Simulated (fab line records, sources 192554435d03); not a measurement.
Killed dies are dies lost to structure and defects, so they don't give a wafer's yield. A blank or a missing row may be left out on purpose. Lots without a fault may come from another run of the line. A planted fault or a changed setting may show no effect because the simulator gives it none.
fab line records | flow n5_finfet
record lots=7 wafers=21
route steps=1938 shown ZERO_LAYER@9 WELL_APT@21 FIN_SAQP@109 FIN_CUT@155 DUMMY_GATE@221
start_h: hours from the record's first day to the start of the lot's first wafer shown | wait_h: hours since the lot's step before | " the same as in the row above | L1.1+2: a row that stands for several wafers | - no value, or no start given | * or withheld: withheld | < > ~ a bound
route shown NAME@n: a module of which the file shows steps, and the number in the route of the first | usual: mean/standard deviation of fault-free wafers | same: alike in all rows | chamber/n: place in a boat | sites: the reading at each site | _std_site: their standard deviation | _edge_site: outer sites' mean less inner sites' | radius_mm: how far each site lies from the wafer's centre | mask NAME#n: copy n | behind: the tool/chamber that last shaped the wafer | hold: why the lot was held/for how many hours/how that ended | device: the transistor (n, p or np) that didn't switch | end of line: the same wafers' tests at the end of the route | a step without rows: its recipe alone | killed: dies lost to structure and defects at the first sort, not the wafer's yield | map: a wafer's dies, x killed, . not, _ none there
set.NAME: the setting as run; set.NAME@STEP: as run at that earlier step | model.NAME: the simulator's own value behind a step, which no gauge read
lots whose settings were changed on purpose; a table a step, a row a wafer
## steps
# step N5_ZERO_LAYER_EXPOSE_08
# recipe mask_id=ZERO na=0.55 source_shape=conventional sigma_outer=0.8 polarization=unpolarized defocus_nm=0 target_cd_nm=2000 dose_mj=16.2
# columns lot.wafer tool chamber start_h wait_h mask set.dose_mj
L075.2+4 krf_scanner-01 0 18.47 - ZERO#0 16.54
L075.3 " 0 " " ZERO#0 16.2
L080.1 krf_scanner-02 0 48.47 - ZERO#0 17.02
L080.2+6 " 0 " " ZERO#0 16.2
L084.1 krf_scanner-02 0 72.49 - ZERO#0 16.2
L084.2+6 " 0 " " ZERO#0 15.09
L085.1+3+4 krf_scanner-01 0 78.61 - ZERO#0 16.2
L088.1+2+3 krf_scanner-02 0 96.49 - ZERO#0 16.2
L091.2 krf_scanner-01 0 114.60 - ZERO#0 16.2
L091.3+4 " 0 " " ZERO#0 16.62
L092.2+4+6 krf_scanner-01 0 120.47 - ZERO#0 16.86
# step N5_ZERO_LAYER_DEVELOP_10
# recipe develop_time_s=60 rinse_liquid=diw dry=air_spin dev_temp_c=21
# columns lot.wafer tool chamber start_h wait_h set.develop_time_s
L075.2+3 litho_track-04 0 - - 60
L075.4 " 0 " " 65.24
L080.1+2+6 litho_track-04 0 - - 60
L084.1+6 litho_track-03 0 - - 52.81
L084.2 " 0 " " 60
L085.1+3 litho_track-04 0 - - 60
L085.4 " 0 " " 48.5
L088.1+2+3 litho_track-03 0 - - 60
L091.2+3 litho_track-03 0 - - 48.1
L091.4 " 0 " " 60
L092.2 litho_track-01 0 - - 56.47
L092.4+6 " 0 " " 60
# step N5_ZERO_LAYER_HARDBAKE_23
# recipe temp_c=130 time_s=120
# step N5_ZERO_LAYER_CD_MEAS_11
# recipe target_cd_nm=2000 landing_energy_ev=500 detector=se_inlens
# usual cd_nm=1999.4/1.3
# columns lot.wafer tool chamber start_h wait_h set.dose_mj@ZERO_LAYER_EXPOSE_08 set.develop_time_s@ZERO_LAYER_DEVELOP_10 cd_nm
L075.2 cd_sem-02 0 18.64 - 16.54 60 2005.2
L075.3 " 0 " " 16.2 60 1999.4
L075.4 " 0 " " 16.54 65.24 2006.4
L080.1 cd_sem-02 0 48.64 - 17.02 60 2008.9
L080.2 " 0 " " 16.2 60 1999.6
L080.6 " 0 " " 16.2 60 1999.2
L084.1 cd_sem-01 0 72.66 - 16.2 52.81 1995.5
L084.2 " 0 " " 15.09 60 1983.8
L084.6 " 0 " " 15.09 52.81 1980.3
L085.1 cd_sem-02 0 78.79 - 16.2 60 1998.2
L085.3 " 0 " " 16.2 60 1998.0
L085.4 " 0 " " 16.2 48.5 1994.4
L088.1 cd_sem-01 0 96.67 - 16.2 60 2000.1
L088.2 " 0 " " 16.2 60 2000.1
L088.3 " 0 " " 16.2 60 1998.0
L091.2 cd_sem-02 0 114.77 - 16.2 48.1 1995.4
L091.3 " 0 " " 16.62 48.1 2001.5
L091.4 " 0 " " 16.62 60 2005.9
L092.2 cd_sem-02 0 120.64 - 16.86 56.47 2004.3
L092.4 " 0 " " 16.86 60 2007.2
L092.6 " 0 " " 16.86 60 2005.0
# step N5_ZERO_LAYER_DESCUM_16
# recipe chemistry=O2 time_s=7.9 source_power_w=50 bias_power_w=20 pressure_mtorr=20 rf_frequency_hz=2.712e+07 temp_c=40 o2_flow_sccm=225
# columns lot.wafer tool chamber start_h wait_h set.dose_mj@ZERO_LAYER_EXPOSE_08 set.develop_time_s@ZERO_LAYER_DEVELOP_10 model.ZERO_LAYER.cd_nm
L075.2 rie_diel-05 1 20.25 1.6 16.54 60 2005
L075.3 " 3 " " 16.2 60 2000
L075.4 " 0 " " 16.54 65.24 2006
L080.1 rie_diel-05 3 48.68 0.0 17.02 60 2009
L080.2+6 " 2 " " 16.2 60 1999
L084.1 rie_diel-05 2 72.79 0.1 16.2 52.81 1995
L084.2 " 3 " " 15.09 60 1984
L084.6 " 0 " " 15.09 52.81 1980
L085.1+3 rie_diel-03 1,0 78.83 0.0 16.2 60 1998
L085.4 " 3 " " 16.2 48.5 1994
L088.1 rie_diel-05 2 96.71 0.0 16.2 60 -
L088.2 " 0 " " 16.2 60 2000
L088.3 " 1 " " 16.2 60 1998
L091.2 rie_diel-02 3 114.80 0.0 16.2 48.1 1995
L091.3 " 2 " " 16.62 48.1 2001
L091.4 " 3 " " 16.62 60 2006
L092.2 rie_diel-05 1 120.97 0.3 16.86 56.47 2004
L092.4 " 3 " " 16.86 60 2007
L092.6 " 1 " " 16.86 60 2005
# step N5_ZERO_LAYER_ETCH_17
# recipe chemistry=CF4 target=SiO2 target_depth_a=120 time_s=13.3 ion_energy_ev=350 pressure_mtorr=40 source_w=450 bias_w=215 Ar_flow_sccm=100 cf4_flow_sccm=100
# columns lot.wafer tool chamber start_h wait_h set.dose_mj@ZERO_LAYER_EXPOSE_08 set.develop_time_s@ZERO_LAYER_DEVELOP_10 model.ZERO_LAYER.cd_nm
L075.2 rie_diel-05 1 20.29 0.0 16.54 60 2005
L075.3 " 3 " " 16.2 60 2000
L075.4 " 0 " " 16.54 65.24 2006
L080.1 rie_diel-05 3 48.72 0.0 17.02 60 2009
L080.2+6 " 2 " " 16.2 60 1999
L084.1 rie_diel-05 2 72.82 0.0 16.2 52.81 1995
L084.2 " 3 " " 15.09 60 1984
L084.6 " 0 " " 15.09 52.81 1980
L085.1+3 rie_diel-03 1,0 78.86 0.0 16.2 60 1998
L085.4 " 3 " " 16.2 48.5 1994
L088.1 rie_diel-05 2 96.75 0.0 16.2 60 2001
L088.2 " 0 " " 16.2 60 2000
L088.3 " 1 " " 16.2 60 1998
L091.2 rie_diel-02 3 114.84 0.0 16.2 48.1 1996
L091.3 " 2 " " 16.62 48.1 2001
L091.4 " 3 " " 16.62 60 2006
L092.2 rie_diel-05 1 121.00 0.0 16.86 56.47 2004
L092.4 " 3 " " 16.86 60 2007
L092.6 " 1 " " 16.86 60 2005
# step N5_ZERO_LAYER_ETCH_18
# recipe chemistry=HBr/Cl2 target=Si target_depth_a=1200 time_s=40 pressure_mtorr=10 icp_w=800 bias_w=75 HBr_flow_sccm=150 Cl2_flow_sccm=80
# columns lot.wafer tool chamber start_h wait_h set.dose_mj@ZERO_LAYER_EXPOSE_08 set.develop_time_s@ZERO_LAYER_DEVELOP_10 model.ZERO_LAYER.cd_nm
L075.2 rie_si-04 2 20.36 0.0 16.54 60 2005
L075.3 " 1 " " 16.2 60 2000
L075.4 " 0 " " 16.54 65.24 2006
L080.1 rie_si-01 0 48.79 0.0 17.02 60 2009
L080.2+6 " 1,0 " " 16.2 60 1999
L084.1 rie_si-02 3 72.89 0.0 16.2 52.81 1995
L084.2 " 1 " " 15.09 60 1984
L084.6 " 3 " " 15.09 52.81 1980
L085.1+3 rie_si-01 2,3 78.94 0.0 16.2 60 1998
L085.4 " 1 " " 16.2 48.5 1994
L088.1 rie_si-01 2 96.82 0.0 16.2 60 2001
L088.2 " 1 " " 16.2 60 2000
L088.3 " 0 " " 16.2 60 1998
L091.2 rie_si-02 0 114.91 0.0 16.2 48.1 1996
L091.3 " 3 " " 16.62 48.1 2001
L091.4 " 2 " " 16.62 60 2006
L092.2 rie_si-02 0 121.08 0.0 16.86 56.47 2004
L092.4 " 3 " " 16.86 60 2007
L092.6 " 1 " " 16.86 60 2005
# step N5_WELL_APT_COAT_02
# recipe spin_rpm=1357 resist_thk_nm=950
# columns lot.wafer tool chamber start_h wait_h set.spin_rpm model.coat_of_WELL_APT_COAT_02.thk_nm
L075.2 litho_track-05 0 - - 1357 952.9
L075.3 " 0 " " 1494 907.3
L075.4 " 0 " " 1357 954.9
L080.1 litho_track-05 0 - - 1357 947.2
L080.2 " 0 " " 1486 907.9
L080.6 " 0 " " 1357 949.5
L084.1 litho_track-03 0 - - 1289 974.8
L084.2 " 0 " " 1357 951.4
L084.6 " 0 " " 1357 952.8
L085.1 litho_track-03 0 - - 1357 944
L085.3 " 0 " " 1485 903.2
L085.4 " 0 " " 1357 946.1
L088.1 litho_track-05 0 - - 1357 955.3
L088.2 " 0 " " 1357 954.5
L088.3 " 0 " " 1357 953
L091.2 litho_track-05 0 - - 1216 1011
L091.3 " 0 " " 1216 1005
L091.4 " 0 " " 1357 953.4
L092.2 litho_track-02 0 - - 1357 953.8
L092.4 " 0 " " 1402 940.2
L092.6 " 0 " " 1357 954.3
# step N5_FIN_SAQP_PEB_14
# recipe peb_temp_c=withheld peb_time_s=60 resist=CAR-ArF
# columns lot.wafer tool chamber start_h wait_h set.peb_time_s
L075.2+3+4 litho_track-02 0 29.93 0.0 64.38
L080.1+2 litho_track-03 0 57.48 0.1 60
L080.6 " 0 " " 71.26
L084.1+6 litho_track-03 0 81.45 0.1 60
L084.2 " 0 " " 56.46
L085.1+3+4 litho_track-01 0 87.47 0.1 60
L088.1+2+3 litho_track-01 0 105.26 0.1 60
L091.2+3+4 litho_track-01 0 123.05 0.0 71.76
L092.2+6 litho_track-03 0 129.79 0.0 68.7
L092.4 " 0 " " 60
# step N5_FIN_SAQP_DEVELOP_15
# recipe develop_time_s=30 developer=TMAH resist=CAR-ArF dev_temp_c=23 rinse_liquid=diw dry=air_spin
# columns lot.wafer tool chamber start_h wait_h set.develop_time_s
L075.2 litho_track-02 0 - - 30
L075.3+4 " 0 " " 33.83
L080.1+2+6 litho_track-03 0 - - 24.62
L084.1+2 litho_track-03 0 - - 30
L084.6 " 0 " " 32.73
L085.1+3+4 litho_track-01 0 - - 30
L088.1+2+3 litho_track-01 0 - - 30
L091.2+4 litho_track-01 0 - - 27.48
L091.3 " 0 " " 30
L092.2 litho_track-03 0 - - 34.96
L092.4+6 " 0 " " 30
# step N5_FIN_SAQP_CD_MEAS_16
# recipe target_cd_nm=35.6 landing_energy_ev=500 detector=se_inlens
# usual cd_nm=35.60/0.25
# columns lot.wafer tool chamber start_h wait_h set.peb_time_s@FIN_SAQP_PEB_14 cd_nm
L075.2 cd_sem-02 0 30.00 - 64.38 35.01
L075.3 " 0 " " 64.38 34.57
L075.4 " 0 " " 64.38 34.92
L080.1 cd_sem-03 0 57.54 - 60 36.13
L080.2 " 0 " " 60 36.44
L080.6 " 0 " " 71.26 33.81
L084.1 cd_sem-02 0 81.52 - 60 35.32
L084.2 " 0 " " 56.46 36.28
L084.6 " 0 " " 60 35.27
L085.1 cd_sem-03 0 87.54 - 60 35.52
L085.3 " 0 " " 60 35.30
L085.4 " 0 " " 60 35.50
L088.1 cd_sem-03 0 105.33 - 60 35.62
L088.2 " 0 " " 60 35.52
L088.3 " 0 " " 60 35.54
L091.2 cd_sem-02 0 123.12 - 71.76 33.77
L091.3 " 0 " " 71.76 33.72
L091.4 " 0 " " 71.76 33.68
L092.2 cd_sem-03 0 129.86 - 68.7 33.73
L092.4 " 0 " " 60 35.77
L092.6 " 0 " " 68.7 34.21
# step N5_FIN_SAQP_FIN_ETCH_36
# recipe chemistry=HBr/Cl2/O2 target_depth_a=1200 mask_material=SiNx time_s=50.4 bias_w=102 pressure_mtorr=10 icp_w=800 HBr_flow_sccm=150 Cl2_flow_sccm=80 O2_flow_sccm=12
# columns lot.wafer tool chamber start_h wait_h set.icp_w model.etch.depth_nm model.FIN_SAQP.feature_depth_nm
L075.2 rie_si-01 1 34.55 0.0 800 120.9 120.8
L075.3 " 2 " " 800 122.2 122.2
L075.4 " 3 " " 800 120.2 120.2
L080.1 rie_si-02 2 61.54 0.0 879.1 125.8 125.8
L080.2 " 1 " " 800 119.8 119.8
L080.6 " 3 " " 800 116.8 116.8
L084.1 rie_si-01 2 85.88 0.0 800 120.3 120.4
L084.2 " 3 " " 800 119.1 119
L084.6 " 0 " " 800 118.6 118.6
L085.1+4 rie_si-01 3,0 92.33 0.0 800 120.2 120.2
L085.3 " 2 " " 836.4 124.5 124.4
L088.1 rie_si-04 3 109.64 0.0 800 120.5 120.4
L088.2 " 0 " " 800 119.4 119.4
L088.3 " 1 " " 800 120.3 120.4
L091.2 rie_si-01 2 127.81 0.0 673.3 111.5 111.4
L091.3 " 3 " " 673.3 110.9 111
L091.4 " 0 " " 800 119.1 119
L092.2 rie_si-01 3 134.49 0.0 739.7 115.9 116
L092.4 " 2 " " 800 121.7 121.8
L092.6 " 1 " " 800 120.8 120.8
# step N5_FIN_SAQP_PRECLEAN_38
# recipe chemistry=O3/DIW time_s=45 temp_c=22 o3_ppm=10
# step N5_FIN_SAQP_PRECLEAN_45
# recipe chemistry=dHF time_s=10 dilution=500:1 temp_c=25
# step N5_FIN_SAQP_SRD_39
# recipe dry=ipa_marangoni time_s=30 temp_c=23 rinse_liquid=diw
# step N5_FIN_SAQP_OCD_MEAS_76
# usual trench_depth_nm=120.0/1.3
# columns lot.wafer tool chamber start_h wait_h set.icp_w@FIN_SAQP_FIN_ETCH_36 trench_depth_nm
L075.2 ocd-01 - 34.77 0.0 800 121.3
L075.3 " - " " 800 122.1
L075.4 " - " " 800 120.4
L080.1 ocd-02 - 61.77 0.0 879.1 125.5
L080.2 " - " " 800 119.7
L080.6 " - " " 800 117.2
L084.1 ocd-02 - 86.09 0.0 800 120.4
L084.2 " - " " 800 119.5
L084.6 " - " " 800 118.8
L085.1 ocd-01 - 92.58 0.0 800 120.0
L085.3 " - " " 836.4 124.8
L085.4 " - " " 800 120.1
L088.1 ocd-02 - 109.86 0.0 800 120.6
L088.2 " - " " 800 119.6
L088.3 " - " " 800 120.8
L091.2 ocd-01 - 128.03 0.0 673.3 111.9
L091.3 " - " " 673.3 111.4
L091.4 " - " " 800 118.7
L092.2 ocd-01 - 134.71 0.0 739.7 115.9
L092.4 " - " " 800 121.7
L092.6 " - " " 800 120.5
# step N5_FIN_CUT_COAT_19
# recipe resist=SiARC temp_c=220 time_s=60 spin_rpm=1500 resist_thk_nm=20
# columns lot.wafer tool chamber start_h wait_h set.spin_rpm model.SiARC_of_FIN_CUT_COAT_19.thk_nm
L075.2+4 litho_track-04 0 - - 1638 19.2
L075.3 " 0 " " 1500 20
L080.1+2 litho_track-04 0 - - 1344 21.2
L080.6 " 0 " " 1500 20.2
L084.1 litho_track-04 0 - - 1392 21
L084.2 " 0 " " 1500 20.2
L084.6 " 0 " " 1500 20
L085.1+3+4 litho_track-04 0 - - 1500 20
L088.1+2+3 litho_track-02 0 - - 1500 20
L091.2+3+4 litho_track-05 0 - - 1500 20
L092.2+6 litho_track-05 0 - - 1500 20
L092.4 " 0 " " 1428 20.4
# step N5_FIN_CUT_COAT_29
# recipe resist=underlayer temp_c=205 time_s=60 spin_rpm=1500 resist_thk_nm=10
# step N5_FIN_CUT_COAT_02
# recipe resist=CAR-EUV spin_rpm=1500 resist_thk_nm=30
# step N5_FIN_CUT_DESCUM_13
# recipe chemistry=O2 time_s=7 source_power_w=50 bias_power_w=20 pressure_mtorr=20 rf_frequency_hz=2.712e+07 temp_c=40 resist=CAR-EUV o2_flow_sccm=225
# step N5_FIN_CUT_ETCH_30
# recipe chemistry=N2/H2 target=underlayer target_depth_a=130 mask_material=CAR-EUV time_s=10.4 ion_energy_ev=200 pressure_mtorr=30 source_w=840 bias_w=150 n2_flow_sccm=200 h2_flow_sccm=200 ends=cleared
# step N5_FIN_CUT_ETCH_20
# recipe chemistry=CF4 target=SiARC target_depth_a=260 mask_material=CAR-EUV time_s=43.3 ion_energy_ev=80 pressure_mtorr=40 source_w=545 bias_w=36 Ar_flow_sccm=100 cf4_flow_sccm=100 ends=cleared
# columns lot.wafer tool chamber start_h wait_h set.spin_rpm@FIN_CUT_COAT_19 model.etch.depth_nm
L075.2 rie_diel-05 3 35.30 0.0 1638 19.21
L075.3 " 2 " " 1500 20.01
L075.4 " 2 " " 1638 19.14
L080.1 rie_diel-02 1 62.28 0.0 1344 21.2
L080.2 " 0 " " 1344 21.26
L080.6 " 3 " " 1500 20.11
L084.1 rie_diel-05 2 86.68 0.0 1392 20.91
L084.2 " 0 " " 1500 20.17
L084.6 " 2 " " 1500 20.06
L085.1+4 rie_diel-03 3,0 93.33 0.0 1500 20.01
L085.3 " 2 " " 1500 19.99
L088.1 rie_diel-02 3 110.40 0.0 1500 20.07
L088.2 " 0 " " 1500 19.98
L088.3 " 3 " " 1500 20.03
L091.2 rie_diel-05 1 128.67 0.0 1500 19.95
L091.3 " 0 " " 1500 20.01
L091.4 " 3 " " 1500 19.98
L092.2 rie_diel-05 0 135.46 0.0 1500 20.04
L092.4 " 2 " " 1428 20.49
L092.6 " 2 " " 1500 20.07
# step N5_FIN_CUT_ETCH_21
# recipe chemistry=N2/H2 target=SOC target_depth_a=2190 overetch_a=438 mask_material=SiARC temp_c=40 ion_energy_ev=100 bias_w=61 time_s=523.5 pressure_mtorr=30 source_w=850 n2_flow_sccm=200 h2_flow_sccm=200
# columns lot.wafer tool chamber start_h wait_h set.spin_rpm@FIN_CUT_COAT_19 model.SiARC_of_FIN_CUT_COAT_19.thk_nm
L075.2 rie_diel-05 3 35.33 0.0 1638 11
L075.3 " 2 " " 1500 12
L075.4 " 2 " " 1638 11.2
L080.1+2 rie_diel-02 1,0 62.32 0.0 1344 13.2
L080.6 " 3 " " 1500 11.8
L084.1 rie_diel-05 2 86.72 0.0 1392 12.8
L084.2 " 0 " " 1500 12.4
L084.6 " 2 " " 1500 12
L085.1 rie_diel-03 3 93.37 0.0 1500 12
L085.3+4 " 2,0 " " 1500 11.8
L088.1 rie_diel-02 3 110.45 0.0 1500 11.8
L088.2 " 0 " " 1500 12
L088.3 " 3 " " 1500 11.6
L091.2 rie_diel-05 1 128.70 0.0 1500 11.8
L091.3 " 0 " " 1500 12.2
L091.4 " 3 " " 1500 11.6
L092.2 rie_diel-05 0 135.50 0.0 1500 12.2
L092.4 " 2 " " 1428 12.2
L092.6 " 2 " " 1500 11.8
# step N5_DUMMY_GATE_PECVD_30
# recipe material=SiO2 target_thk_a=550 temp_c=400 precursor=TEOS/O2 pressure_torr=6.5 rf_w=withheld teos_flow_sccm=withheld gas=O2 flow_sccm=2650 time_s=10.8
# columns lot.wafer tool chamber start_h wait_h set.time_s model.SiO2_of_DUMMY_GATE_PECVD_30.thk_nm
L075.2 pecvd-03 2 55.53 0.0 10.8 54
L075.3 " 0 " " 10.8 54.6
L075.4 " 0 " " 10.8 55.2
L080.1 pecvd-03 2 82.18 0.0 10.8 54.2
L080.2 " 0 " " 10.8 54.6
L080.6 " 0 " " 9.891 51.2
L084.1+6 pecvd-03 1,0 105.80 0.0 10.17 53
L084.2 " 0 " " 10.8 56.2
L085.1+4 pecvd-03 1 112.03 0.0 10.8 56.4
L085.3 " 0 " " 10.8 55.4
L088.1+2 pecvd-02 0,1 130.80 0.0 10.8 55
L088.3 " 2 " " 10.8 55.2
L091.2 pecvd-04 2 149.44 0.0 10.8 53.6
L091.3 " 1 " " 12.35 61.6
L091.4 " 1 " " 10.8 54.8
L092.2 pecvd-03 0 154.30 0.0 9.546 48.6
L092.4 " 0 " " 9.546 49.8
L092.6 " 2 " " 10.8 55.4
## key
split step=N5_ZERO_LAYER_EXPOSE_08 setting=dose_mj stated=16.2 by=wafer
response step=N5_ZERO_LAYER_CD_MEAS_11 reading=cd_nm change=+2.09 per=1% r=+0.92
response step=N5_ZERO_LAYER_DESCUM_16 reading=model.ZERO_LAYER.cd_nm change=+2.07 per=1% r=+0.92
response step=N5_ZERO_LAYER_ETCH_17 reading=model.ZERO_LAYER.cd_nm slope=+2.09 per=1% together_with=develop_time_s@ZERO_LAYER_DEVELOP_10 explained=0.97
response step=N5_ZERO_LAYER_ETCH_18 reading=model.ZERO_LAYER.cd_nm slope=+2.1 per=1% together_with=develop_time_s@ZERO_LAYER_DEVELOP_10 explained=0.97
split step=N5_ZERO_LAYER_DEVELOP_10 setting=develop_time_s stated=60 by=wafer
response step=N5_ZERO_LAYER_CD_MEAS_11 reading=cd_nm slope=+0.225 per=1% together_with=dose_mj@ZERO_LAYER_EXPOSE_08 explained=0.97
response step=N5_ZERO_LAYER_DESCUM_16 reading=model.ZERO_LAYER.cd_nm slope=+0.226 per=1% together_with=dose_mj@ZERO_LAYER_EXPOSE_08 explained=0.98
response step=N5_ZERO_LAYER_ETCH_17 reading=model.ZERO_LAYER.cd_nm slope=+0.229 per=1% together_with=dose_mj@ZERO_LAYER_EXPOSE_08 explained=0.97
response step=N5_ZERO_LAYER_ETCH_18 reading=model.ZERO_LAYER.cd_nm slope=+0.229 per=1% together_with=dose_mj@ZERO_LAYER_EXPOSE_08 explained=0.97
split step=N5_WELL_APT_COAT_02 setting=spin_rpm stated=1357 by=wafer
response step=N5_WELL_APT_COAT_02 reading=model.coat_of_WELL_APT_COAT_02.thk_nm change=-4.65 per=1% r=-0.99
split step=N5_FIN_SAQP_PEB_14 setting=peb_time_s stated=60 by=wafer
response step=N5_FIN_SAQP_CD_MEAS_16 reading=cd_nm change=-0.131 per=1% r=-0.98
split step=N5_FIN_SAQP_DEVELOP_15 setting=develop_time_s stated=30 by=wafer
response none clear
split step=N5_FIN_SAQP_FIN_ETCH_36 setting=icp_w stated=800 by=wafer
response step=N5_FIN_SAQP_FIN_ETCH_36 reading=model.etch.depth_nm change=+0.606 per=1% r=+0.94
response step=N5_FIN_SAQP_FIN_ETCH_36 reading=model.FIN_SAQP.feature_depth_nm change=+0.603 per=1% r=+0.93
response step=N5_FIN_SAQP_OCD_MEAS_76 reading=trench_depth_nm change=+0.571 per=1% r=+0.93
split step=N5_FIN_CUT_COAT_19 setting=spin_rpm stated=1500 by=wafer
response step=N5_FIN_CUT_COAT_19 reading=model.SiARC_of_FIN_CUT_COAT_19.thk_nm change=-0.0977 per=1% r=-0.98
response step=N5_FIN_CUT_ETCH_20 reading=model.etch.depth_nm change=-0.102 per=1% r=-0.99
response step=N5_FIN_CUT_ETCH_21 reading=model.SiARC_of_FIN_CUT_COAT_19.thk_nm change=-0.105 per=1% r=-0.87
split step=N5_DUMMY_GATE_PECVD_30 setting=time_s stated=10.8 by=wafer
response step=N5_DUMMY_GATE_PECVD_30 reading=model.SiO2_of_DUMMY_GATE_PECVD_30.thk_nm change=+0.502 per=1% r=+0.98
